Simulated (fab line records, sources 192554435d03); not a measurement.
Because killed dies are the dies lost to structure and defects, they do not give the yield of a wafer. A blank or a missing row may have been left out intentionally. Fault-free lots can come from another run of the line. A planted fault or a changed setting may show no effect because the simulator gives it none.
fab line records ; flow n5-finfet
record: lots: 7; wafers: 39
route steps=1938 shown DUMMY_GATE@228 SD_EPI_P@321 SD_ACTIVATION@331 MOL_CONTACT_COAG@581
start-h: hours from the record's first day to the start of the lot's first wafer shown ; wait-h: hours from the lot's prior step to this one ; " identical to the entry in the row above ; L1.1+2: one row covering several wafers at once ; - no value present, or no start provided ; * or withheld: withheld ; < > ~ a bound
route shown NAME@n: a module of which the file shows steps, and the number in the route of the first ; usual: average and standard deviation across the fault-free wafers ; same: alike in all rows ; chamber/n: place in a boat ; sites: each site's reading ; _std_site: standard deviation of those values ; _edge_site: mean of outer sites minus mean of inner sites ; radius-mm: for every site, how far away it sits from the centre of the wafer ; mask NAME#n: copy n ; behind: tool/chamber where the wafer was last shaped ; hold: why the lot was held/for how many hours/how that ended ; device: names the non-switching transistor (n, p or np) ; end of line: the route-end tests of the same wafers ; step lacking rows: just its recipe ; killed: the dies lost at the first sort to structure and to defects; this is not the yield of the wafer ; map: per-die view of a wafer (x killed, . not killed, _ where there is no die)
set.NAME: the setting that was run; set.NAME@STEP: the one run at that earlier step ; model.NAME: the simulator's own value behind a step, which no gauge read
lots whose settings were changed on purpose; a table a step, a row a wafer
== steps ==
step: N5_DUMMY_GATE_EXPOSE_12
recipe: mask-id: GATE; na: 0.33; source-shape: annular; sigma-inner: 0.2; sigma-outer: 0.6; polarization: unpolarized; target-cd-nm: 25; dose-mj: 34
lot.wafer;tool;chamber;start-h;wait-h;mask;set.dose-mj
L074.1+3+5;euv-scanner-01;0;48.47;-;GATE#0;34
L075.1+3+6;euv-scanner-01;0;54.64;-;GATE#0;34
L075.2+4+5;euv-scanner-01;0;54.64;-;GATE#0;35.87
L077.1+2+5;euv-scanner-02;0;67.32;-;GATE#0;34
L077.3+4+6;euv-scanner-02;0;67.32;-;GATE#0;36.55
L078.1+2+5;euv-scanner-02;0;74.93;-;GATE#0;34
L078.3+4+6;euv-scanner-02;0;74.93;-;GATE#0;32.41
L083.1+3+4;euv-scanner-02;0;100.83;-;GATE#0;32.93
L083.2+5+6;euv-scanner-02;0;100.83;-;GATE#0;34
L090.1+4+6;euv-scanner-01;0;150.36;-;GATE#0;34
L090.2+3+5;euv-scanner-01;0;150.36;-;GATE#0;35.3
L093.1+2+3+4+5+6;euv-scanner-02;0;162.26;-;GATE#0;34
step: N5_DUMMY_GATE_PEB_13
recipe: peb-temp-c: 100; peb-time-s: 60; resist: CAR-EUV
step: N5_DUMMY_GATE_DEVELOP_14
recipe: develop-time-s: 30; developer: TMAH; resist: CAR-EUV; rinse-liquid: surfactant-rinse; dry: air-spin; dev-temp-c: 23
step: N5_DUMMY_GATE_CD_MEAS_15
recipe: target-cd-nm: 25.8; landing-energy-ev: 500; detector: se-inlens
usual: cd-nm: 24.92/0.23
lot.wafer;tool;chamber;start-h;wait-h;set.dose-mj@DUMMY_GATE_EXPOSE_12;cd-nm
L074.1;cd-sem-02;0;48.60;-;34;24.73
L074.3;cd-sem-02;0;48.60;-;34;25.11
L074.5;cd-sem-02;0;48.60;-;34;25.37
L075.1;cd-sem-02;0;54.77;-;34;24.97
L075.2;cd-sem-02;0;54.77;-;35.87;24.13
L075.3;cd-sem-02;0;54.77;-;34;25.16
L075.4;cd-sem-02;0;54.77;-;35.87;23.82
L075.5;cd-sem-02;0;54.77;-;35.87;23.83
L075.6;cd-sem-02;0;54.77;-;34;24.74
L077.1;cd-sem-03;0;67.44;-;34;25.26
L077.2;cd-sem-03;0;67.44;-;34;25.06
L077.3;cd-sem-03;0;67.44;-;36.55;24.36
L077.4;cd-sem-03;0;67.44;-;36.55;23.75
L077.5;cd-sem-03;0;67.44;-;34;25.16
L077.6;cd-sem-03;0;67.44;-;36.55;23.59
L078.1;cd-sem-01;0;75.06;-;34;24.83
L078.2;cd-sem-01;0;75.06;-;34;24.80
L078.3;cd-sem-01;0;75.06;-;32.41;25.44
L078.4;cd-sem-01;0;75.06;-;32.41;25.61
L078.5;cd-sem-01;0;75.06;-;34;24.30
L078.6;cd-sem-01;0;75.06;-;32.41;25.51
L083.1;cd-sem-02;0;100.96;-;32.93;25.81
L083.2;cd-sem-02;0;100.96;-;34;25.00
L083.3;cd-sem-02;0;100.96;-;32.93;25.21
L083.4;cd-sem-02;0;100.96;-;32.93;25.65
L083.5;cd-sem-02;0;100.96;-;34;24.88
L083.6;cd-sem-02;0;100.96;-;34;24.69
L090.1;cd-sem-01;0;150.49;-;34;24.80
L090.2;cd-sem-01;0;150.49;-;35.3;24.41
L090.3;cd-sem-01;0;150.49;-;35.3;24.38
L090.4;cd-sem-01;0;150.49;-;34;24.76
L090.5;cd-sem-01;0;150.49;-;35.3;24.21
L090.6;cd-sem-01;0;150.49;-;34;24.80
L093.1;cd-sem-03;0;162.39;-;34;24.53
L093.2;cd-sem-03;0;162.39;-;34;24.83
L093.3;cd-sem-03;0;162.39;-;34;24.48
L093.4;cd-sem-03;0;162.39;-;34;25.15
L093.5;cd-sem-03;0;162.39;-;34;25.18
L093.6;cd-sem-03;0;162.39;-;34;24.82
step: N5_DUMMY_GATE_STRIP_38
recipe: chemistry: N2/H2; temp-c: 40; n2-flow-sccm: 200; h2-flow-sccm: 200; rf-frequency-hz: 6e+07
step: N5_DUMMY_GATE_STRIP_39
recipe: chemistry: N2/H2; temp-c: 40; n2-flow-sccm: 200; h2-flow-sccm: 200; rf-frequency-hz: 6e+07
step: N5_DUMMY_GATE_TRIM_49
recipe: chemistry: O2; resist: SOC; time-s: 29; target-cd-nm: 14; source-power-w: 300; bias-power-w: 0; O2_flow_sccm: 100; temp-c: 20
lot.wafer;tool;chamber;start-h;wait-h;set.dose-mj@DUMMY_GATE_EXPOSE_12;model.DUMMY_GATE.cd-nm
L074.1+5;rie-si-05;1,3;49.30;0.0;34;14.2
L074.3;rie-si-05;0;49.30;0.0;34;14.4
L075.1;rie-si-05;1;55.13;0.0;34;13.8
L075.2+5;rie-si-05;0,2;55.13;0.0;35.87;13
L075.3;rie-si-05;2;55.13;0.0;34;14.2
L075.4;rie-si-05;3;55.13;0.0;35.87;13.2
L075.6;rie-si-05;1;55.13;0.0;34;14
L077.1+2;rie-si-03;0,3;67.86;0.0;34;13.6
L077.3+4;rie-si-03;2;67.86;0.0;36.55;12.6
L077.5;rie-si-03;0;67.86;0.0;34;13.8
L077.6;rie-si-03;3;67.86;0.0;36.55;12.2
L078.1+2;rie-si-01;3,1;75.42;0.0;34;14
L078.3+4;rie-si-01;2,3;75.42;0.0;32.41;14.6
L078.5;rie-si-01;1;75.42;0.0;34;13.8
L078.6;rie-si-01;2;75.42;0.0;32.41;14.8
L083.1;rie-si-05;0;101.32;0.0;32.93;14.6
L083.2+6;rie-si-05;2,3;101.32;0.0;34;14
L083.3+4;rie-si-05;3,1;101.32;0.0;32.93;14.8
L083.5;rie-si-05;2;101.32;0.0;34;14.2
L090.1;rie-si-03;3;151.07;0.0;34;14.2
L090.2;rie-si-03;2;151.07;0.0;35.3;13.6
L090.3+5;rie-si-03;0,2;151.07;0.0;35.3;13.4
L090.4;rie-si-03;1;151.07;0.0;34;13.8
L090.6;rie-si-03;3;151.07;0.0;34;14
L093.1;rie-si-01;1;162.75;0.0;34;13.8
L093.2;rie-si-01;0;162.75;0.0;34;14
L093.3+4;rie-si-01;3,2;162.75;0.0;34;14.2
L093.5+6;rie-si-01;2,1;162.75;0.0;34;14.6
step: N5_DUMMY_GATE_STRIP_40
recipe: chemistry: CF4; resist: SiARC; power-w: 300; bias-power-w: 75; pressure-mtorr: 50; cf4-flow-sccm: 150; rf-frequency-hz: 6e+07
step: N5_DUMMY_GATE_CD_MEAS_50
recipe: target-cd-nm: 14
usual: cd-nm: 14.0/0.35
lot.wafer;tool;chamber;start-h;wait-h;set.dose-mj@DUMMY_GATE_EXPOSE_12;cd-nm
L074.1;cd-sem-01;-;49.51;0.0;34;14.1
L074.3;cd-sem-01;-;49.51;0.0;34;14.6
L074.5;cd-sem-01;-;49.51;0.0;34;14.4
L075.1;cd-sem-01;-;55.27;0.0;34;13.4
L075.2;cd-sem-01;-;55.27;0.0;35.87;12.9
L075.3;cd-sem-01;-;55.27;0.0;34;14.2
L075.4;cd-sem-01;-;55.27;0.0;35.87;13.4
L075.5;cd-sem-01;-;55.27;0.0;35.87;12.8
L075.6;cd-sem-01;-;55.27;0.0;34;14.2
L077.1;cd-sem-02;-;68.10;0.0;34;13.7
L077.2;cd-sem-02;-;68.10;0.0;34;13.6
L077.3;cd-sem-02;-;68.10;0.0;36.55;12.2
L077.4;cd-sem-02;-;68.10;0.0;36.55;12.6
L077.5;cd-sem-02;-;68.10;0.0;34;13.8
L077.6;cd-sem-02;-;68.10;0.0;36.55;12.1
L078.1;cd-sem-02;-;75.63;0.0;34;14.1
L078.2;cd-sem-02;-;75.63;0.0;34;13.6
L078.3;cd-sem-02;-;75.63;0.0;32.41;14.8
L078.4;cd-sem-02;-;75.63;0.0;32.41;14.7
L078.5;cd-sem-02;-;75.63;0.0;34;13.9
L078.6;cd-sem-02;-;75.63;0.0;32.41;14.7
L083.1;cd-sem-02;-;101.47;0.0;32.93;14.1
L083.2;cd-sem-02;-;101.47;0.0;34;14.0
L083.3;cd-sem-02;-;101.47;0.0;32.93;14.5
L083.4;cd-sem-02;-;101.47;0.0;32.93;14.6
L083.5;cd-sem-02;-;101.47;0.0;34;13.8
L083.6;cd-sem-02;-;101.47;0.0;34;14.0
L090.1;cd-sem-01;-;151.26;0.0;34;13.8
L090.2;cd-sem-01;-;151.26;0.0;35.3;13.5
L090.3;cd-sem-01;-;151.26;0.0;35.3;13.3
L090.4;cd-sem-01;-;151.26;0.0;34;13.9
L090.5;cd-sem-01;-;151.26;0.0;35.3;13.4
L090.6;cd-sem-01;-;151.26;0.0;34;14.0
L093.1;cd-sem-02;-;162.90;0.0;34;14.0
L093.2;cd-sem-02;-;162.90;0.0;34;14.1
L093.3;cd-sem-02;-;162.90;0.0;34;14.1
L093.4;cd-sem-02;-;162.90;0.0;34;14.1
L093.5;cd-sem-02;-;162.90;0.0;34;14.4
L093.6;cd-sem-02;-;162.90;0.0;34;14.6
step: N5_SD_EPI_P_EPI_21
recipe: material: SiGe:B; dopant: B; temp-c: 550; pressure-torr: 20; ambient: H2; time-s: 355
lot.wafer;tool;chamber;start-h;wait-h;set.dopant-conc-cm3
L074.1+3+5;epi-rpcvd-04;0;57.64;0.1;3e+20
L075.1+4+6;epi-rpcvd-02;0;64.55;0.1;3e+20
L075.2+3+5;epi-rpcvd-02;0;64.55;0.1;2.549e+20
L077.1+5+6;epi-rpcvd-04;0;75.78;0.1;3e+20
L077.2+3+4;epi-rpcvd-04;0;75.78;0.1;2.762e+20
L078.1+2+3;epi-rpcvd-02;0;83.33;0.1;3e+20
L078.4+5+6;epi-rpcvd-02;0;84.41;1.1;2.606e+20
L083.1+2+4;epi-rpcvd-02;0;111.03;0.1;3e+20
L083.3+5+6;epi-rpcvd-02;0;111.03;0.1;2.831e+20
L090.1+3+4;epi-rpcvd-03;0;161.05;0.1;3.434e+20
L090.2+5+6;epi-rpcvd-03;0;161.05;0.1;3e+20
L093.1+3+4;epi-rpcvd-04;0;170.61;0.1;3e+20
L093.2+5+6;epi-rpcvd-04;0;170.61;0.1;2.597e+20
step: N5_SD_ACTIVATION_LSA_01
recipe: temp-c: 1080; time-s: 0.0008; ambient: N2
usual: wafer_temp_C_max: 1087.7/1.9
lot.wafer;tool;chamber;start-h;wait-h;set.temp-c;wafer_temp_C_max
L074.1;laser-anneal-01;0;60.26;0.2;1080;1090.3
L074.3;laser-anneal-01;0;60.26;0.2;1080;1088.9
L074.5;laser-anneal-01;0;60.26;0.2;1080;1091.8
L075.1;laser-anneal-02;0;67.17;0.2;1073;1079.5
L075.2;laser-anneal-02;0;67.17;0.2;1073;1078.2
L075.3;laser-anneal-02;0;67.17;0.2;1080;1086.0
L075.4;laser-anneal-02;0;67.17;0.2;1073;1078.9
L075.5;laser-anneal-02;0;67.17;0.2;1080;1087.9
L075.6;laser-anneal-02;0;67.17;0.2;1080;1086.4
L077.1;laser-anneal-02;0;78.38;0.2;1097;1102.7
L077.2;laser-anneal-02;0;78.38;0.2;1097;1103.6
L077.3;laser-anneal-02;0;78.38;0.2;1097;1104.7
L077.4;laser-anneal-02;0;78.38;0.2;1080;1085.7
L077.5;laser-anneal-02;0;78.38;0.2;1080;1088.0
L077.6;laser-anneal-02;0;78.38;0.2;1080;1085.9
L078.1;laser-anneal-01;0;85.93;0.2;1080;1088.2
L078.2;laser-anneal-01;0;85.93;0.2;1080;1088.1
L078.3;laser-anneal-01;0;85.93;0.2;1080;1090.6
L078.4;laser-anneal-01;0;85.93;0.2;1080;1087.2
L078.5;laser-anneal-01;0;85.93;0.2;1080;1088.9
L078.6;laser-anneal-01;0;85.93;0.2;1080;1089.0
L083.1;laser-anneal-02;0;113.70;0.2;1080;1085.3
L083.2;laser-anneal-02;0;113.70;0.2;1080;1087.3
L083.3;laser-anneal-02;0;113.70;0.2;1090;1097.6
L083.4;laser-anneal-02;0;113.70;0.2;1090;1096.0
L083.5;laser-anneal-02;0;113.70;0.2;1080;1086.2
L083.6;laser-anneal-02;0;113.70;0.2;1090;1094.4
L090.1;laser-anneal-01;0;163.66;0.2;1080;1090.6
L090.2;laser-anneal-01;0;163.66;0.2;1080;1086.9
L090.3;laser-anneal-01;0;163.66;0.2;1094;1101.2
L090.4;laser-anneal-01;0;163.66;0.2;1080;1091.0
L090.5;laser-anneal-01;0;163.66;0.2;1094;1101.6
L090.6;laser-anneal-01;0;163.66;0.2;1094;1101.8
L093.1;laser-anneal-02;0;173.27;0.2;1080;1088.6
L093.2;laser-anneal-02;0;173.27;0.2;1080;1088.2
L093.3;laser-anneal-02;0;173.27;0.2;1080;1086.0
L093.4;laser-anneal-02;0;173.27;0.2;1080;1086.0
L093.5;laser-anneal-02;0;173.27;0.2;1080;1085.5
L093.6;laser-anneal-02;0;173.27;0.2;1080;1086.0
step: N5_SD_ACTIVATION_RS_MEAS_03
recipe: thk-meas-gauge: four-point-probe
usual: RS_SD_N: 21.8/0.34; RS_SD_P: 56.2/0.91
lot.wafer;tool;chamber;start-h;wait-h;set.dopant-conc-cm3@SD_EPI_P_EPI_21;set.temp-c@SD_ACTIVATION_LSA_01;RS_SD_N[ohm/sq];RS_SD_P[ohm/sq]
L074.1;film-metro-02;-;60.46;0.2;3e+20;1080;22.0;57.6
L074.3;film-metro-02;-;60.46;0.2;3e+20;1080;21.9;58.3
L074.5;film-metro-02;-;60.46;0.2;3e+20;1080;22.2;58.4
L075.1;film-metro-01;-;67.37;0.2;3e+20;1073;22.6;58.2
L075.2;film-metro-01;-;67.37;0.2;2.549e+20;1073;22.7;66.7
L075.3;film-metro-01;-;67.37;0.2;2.549e+20;1080;21.6;66.0
L075.4;film-metro-01;-;67.37;0.2;3e+20;1073;22.6;57.0
L075.5;film-metro-01;-;67.37;0.2;2.549e+20;1080;22.0;67.4
L075.6;film-metro-01;-;67.37;0.2;3e+20;1080;22.0;57.3
L077.1;film-metro-02;-;78.59;0.2;3e+20;1097;20.1;57.5
L077.2;film-metro-02;-;78.59;0.2;2.762e+20;1097;19.7;62.6
L077.3;film-metro-02;-;78.59;0.2;2.762e+20;1097;20.0;60.8
L077.4;film-metro-02;-;78.59;0.2;2.762e+20;1080;21.8;61.7
L077.5;film-metro-02;-;78.59;0.2;3e+20;1080;21.5;56.5
L077.6;film-metro-02;-;78.59;0.2;3e+20;1080;21.8;58.1
L078.1;film-metro-01;-;86.13;0.2;3e+20;1080;22.4;56.5
L078.2;film-metro-01;-;86.13;0.2;3e+20;1080;22.2;56.8
L078.3;film-metro-01;-;86.13;0.2;3e+20;1080;22.0;56.3
L078.4;film-metro-01;-;86.13;0.2;2.606e+20;1080;22.0;65.6
L078.5;film-metro-01;-;86.13;0.2;2.606e+20;1080;22.1;64.5
L078.6;film-metro-01;-;86.13;0.2;2.606e+20;1080;22.2;64.5
L083.1;film-metro-02;-;113.91;0.2;3e+20;1080;22.1;55.3
L083.2;film-metro-02;-;113.91;0.2;3e+20;1080;22.7;56.0
L083.3;film-metro-02;-;113.91;0.2;2.831e+20;1090;21.5;58.6
L083.4;film-metro-02;-;113.91;0.2;3e+20;1090;21.5;55.2
L083.5;film-metro-02;-;113.91;0.2;2.831e+20;1080;22.4;59.1
L083.6;film-metro-02;-;113.91;0.2;2.831e+20;1090;21.0;57.6
L090.1;film-metro-01;-;163.86;0.2;3.434e+20;1080;22.1;49.9
L090.2;film-metro-01;-;163.86;0.2;3e+20;1080;21.6;56.3
L090.3;film-metro-01;-;163.86;0.2;3.434e+20;1094;20.2;49.9
L090.4;film-metro-01;-;163.86;0.2;3.434e+20;1080;21.6;50.2
L090.5;film-metro-01;-;163.86;0.2;3e+20;1094;20.5;56.0
L090.6;film-metro-01;-;163.86;0.2;3e+20;1094;20.0;56.1
L093.1;film-metro-01;-;173.47;0.2;3e+20;1080;21.9;54.5
L093.2;film-metro-01;-;173.47;0.2;2.597e+20;1080;21.8;61.4
L093.3;film-metro-01;-;173.47;0.2;3e+20;1080;21.9;54.8
L093.4;film-metro-01;-;173.47;0.2;3e+20;1080;21.6;54.6
L093.5;film-metro-01;-;173.47;0.2;2.597e+20;1080;21.6;62.1
L093.6;film-metro-01;-;173.47;0.2;2.597e+20;1080;21.5;61.9
step: N5_MOL_CONTACT_COAG_ETCH_91
recipe: chemistry: N2/H2; target: SOC; target-depth-a: 600; overetch-a: 210; mask-material: SiARC; temp-c: 40; time-s: 101.2; ion-energy-ev: 200; pressure-mtorr: 30; source-w: 840; bias-w: 150; n2-flow-sccm: 200; h2-flow-sccm: 200
lot.wafer;tool;chamber;start-h;wait-h;set.time-s;model.SiARC_of_MOL_CONTACT_COAG_COAT_76.thk-nm
L074.1+3+5;rie-diel-03;0,1,2;100.37;0.0;101.2;5.8
L075.1+2+3+4+5+6;rie-diel-03;0,1,2,3,0,3;110.34;0.0;101.2;5.8
L077.1+2+4;rie-diel-03;0,3,2;119.03;0.0;101.2;5.8
L077.3;rie-diel-03;1;119.03;0.0;83.76;6.6
L077.5+6;rie-diel-03;0,3;119.03;0.0;83.76;6.4
L078.1+2+3+4+5+6;rie-diel-03;3,1,2,0,3,2;124.89;0.0;101.2;5.8
L083.1+6;rie-diel-06;1;153.32;0.0;112.1;5.2
L083.2+3;rie-diel-06;2,0;153.32;0.0;101.2;6
L083.4;rie-diel-06;3;153.32;0.0;101.2;5.8
L083.5;rie-diel-06;2;153.32;0.0;112.1;5.6
L090.1+2+3+4+5+6;rie-diel-02;0,2,3,1,3,0;205.30;0.0;101.2;6
L093.1+3+4+6;rie-diel-06;0,3,1,1;213.94;0.0;101.2;5.8
L093.2+5;rie-diel-06;2,0;213.94;0.0;101.2;6
step: N5_MOL_CONTACT_COAG_ALD_133
recipe: material: SiO2; target-thk-a: 50; temp-c: 100; ald-precursor-family: BDEAS; ald-co-reactant: O2-plasma; pulse-time-s: 1; co-reactant-pulse-time-s: 1; purge-time-s: 2; co-reactant-purge-time-s: 2; ald-cycles: 35; pressure-torr: 2
lot.wafer;tool;chamber;start-h;wait-h;set.ald-cycles;model.SiO2_of_MOL_CONTACT_COAG_ALD_133.thk-nm
L074.1+3+5;ald-sin-02;0,2,1;101.60;0.1;35;5
L075.1+5+6;ald-sin-03;2,0,1;112.04;0.4;31;4.4
L075.2+3+4;ald-sin-03;1,3,0;112.04;0.4;35;5
L077.1+4+6;ald-sin-01;0,3,3;120.74;0.1;33;4.8
L077.2+3+5;ald-sin-01;1,2,2;120.74;0.1;35;5
L078.1;ald-sin-01;3;126.00;0.1;37;5.4
L078.2+6;ald-sin-01;1,2;126.00;0.1;37;5.2
L078.3+4+5;ald-sin-01;2,0,3;126.00;0.1;35;5
L083.1+2+3+4+5+6;ald-sin-02;0,1,3,2,2,3;154.48;0.1;35;5
L090.1+3+5;ald-sin-02;1,3,1;206.56;0.2;33;4.8
L090.2+4+6;ald-sin-02;2,0,0;206.56;0.2;35;5
L093.1+2+3+4+5+6;ald-sin-02;1,0,3,2,2,1;215.27;0.1;35;5
step: N5_MOL_CONTACT_COAG_VIA_ETCH_117
recipe: chemistry: C4F6/O2; target-depth-a: 400; overetch-a: 80; mask-material: SOC; target: SiO2; bias-w: 455; pressure-mtorr: 10; time-s: 26; source-w: 325; Ar_flow_sccm: 300; C4F6_flow_sccm: 10; O2_flow_sccm: 10; ion-energy-ev: 575.3; ends: end-point
usual: rf-vpp-V: 1588/30
lot.wafer;tool;chamber;start-h;wait-h;set.bias-w;rf-vpp-V
L074.1;rie-diel-03;2;101.94;0.0;455;1574
L074.3;rie-diel-03;1;101.94;0.0;455;1639
L074.5;rie-diel-03;0;101.94;0.0;455;1615
L075.1;rie-diel-02;2;112.39;0.0;525.9;1701
L075.2;rie-diel-02;1;112.39;0.0;455;1584
L075.3;rie-diel-02;0;112.39;0.0;525.9;1756
L075.4;rie-diel-02;3;112.39;0.0;525.9;1754
L075.5;rie-diel-02;1;112.39;0.0;455;1584
L075.6;rie-diel-02;0;112.39;0.0;455;1577
L077.1;rie-diel-02;0;121.17;0.0;421.4;1488
L077.2;rie-diel-02;2;121.17;0.0;421.4;1443
L077.3;rie-diel-02;3;121.17;0.0;421.4;1487
L077.4;rie-diel-02;1;121.17;0.0;455;1584
L077.5;rie-diel-02;1;121.17;0.0;455;1585
L077.6;rie-diel-02;2;121.17;0.0;455;1527
L078.1;rie-diel-06;1;126.44;0.0;381;1432
L078.2;rie-diel-06;3;126.44;0.0;455;1591
L078.3;rie-diel-06;0;126.44;0.0;381;1367
L078.4;rie-diel-06;2;126.44;0.0;455;1587
L078.5;rie-diel-06;0;126.44;0.0;455;1564
L078.6;rie-diel-06;1;126.44;0.0;381;1431
L083.1;rie-diel-02;3;154.81;0.0;494.8;1677
L083.2;rie-diel-02;1;154.81;0.0;455;1585
L083.3;rie-diel-02;2;154.81;0.0;494.8;1624
L083.4;rie-diel-02;0;154.81;0.0;455;1576
L083.5;rie-diel-02;2;154.81;0.0;494.8;1624
L083.6;rie-diel-02;1;154.81;0.0;455;1584
L090.1;rie-diel-06;2;207.03;0.0;455;1586
L090.2;rie-diel-06;1;207.03;0.0;486.9;1719
L090.3;rie-diel-06;0;207.03;0.0;486.9;1645
L090.4;rie-diel-06;3;207.03;0.0;455;1591
L090.5;rie-diel-06;1;207.03;0.0;486.9;1718
L090.6;rie-diel-06;0;207.03;0.0;455;1561
L093.1;rie-diel-03;3;215.61;0.0;455;1568
L093.2;rie-diel-03;2;215.61;0.0;455;1572
L093.3;rie-diel-03;0;215.61;0.0;455;1613
L093.4;rie-diel-03;1;215.61;0.0;455;1640
L093.5;rie-diel-03;3;215.61;0.0;455;1570
L093.6;rie-diel-03;0;215.61;0.0;455;1613
== key ==
split: step: N5_DUMMY_GATE_EXPOSE_12; setting: dose-mj; stated: 34; by: wafer
response: step: N5_DUMMY_GATE_CD_MEAS_15; reading: cd-nm; change: -0.174; per: 1%; r: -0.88
response: step: N5_DUMMY_GATE_TRIM_49; reading: model.DUMMY_GATE.cd-nm; change: -0.163; per: 1%; r: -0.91
response: step: N5_DUMMY_GATE_CD_MEAS_50; reading: cd-nm; change: -0.17; per: 1%; r: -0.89
split: step: N5_SD_EPI_P_EPI_21; setting: dopant-conc-cm3; stated: 3e+20; by: wafer
response: step: N5_SD_ACTIVATION_RS_MEAS_03; reading: RS_SD_P; change: -0.548; per: 1%; r: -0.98
split: step: N5_SD_ACTIVATION_LSA_01; setting: temp-c; stated: 1080; by: wafer
response: step: N5_SD_ACTIVATION_LSA_01; reading: wafer_temp_C_max; change: *; per: 1%; r: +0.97
response: step: N5_SD_ACTIVATION_RS_MEAS_03; reading: RS_SD_N; change: -1.15; per: 1%; r: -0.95
split: step: N5_MOL_CONTACT_COAG_ETCH_91; setting: time-s; stated: 101.2; by: wafer
response: step: N5_MOL_CONTACT_COAG_ETCH_91; reading: model.SiARC_of_MOL_CONTACT_COAG_COAT_76.thk-nm; change: -0.0435; per: 1%; r: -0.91
split: step: N5_MOL_CONTACT_COAG_ALD_133; setting: ald-cycles; stated: 35; by: wafer
response: step: N5_MOL_CONTACT_COAG_ALD_133; reading: model.SiO2_of_MOL_CONTACT_COAG_ALD_133.thk-nm; change: +0.0467; per: 1%; r: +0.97
split: step: N5_MOL_CONTACT_COAG_VIA_ETCH_117; setting: bias-w; stated: 455; by: wafer
response: step: N5_MOL_CONTACT_COAG_VIA_ETCH_117; reading: rf-vpp-V; change: +10.5; per: 1%; r: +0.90
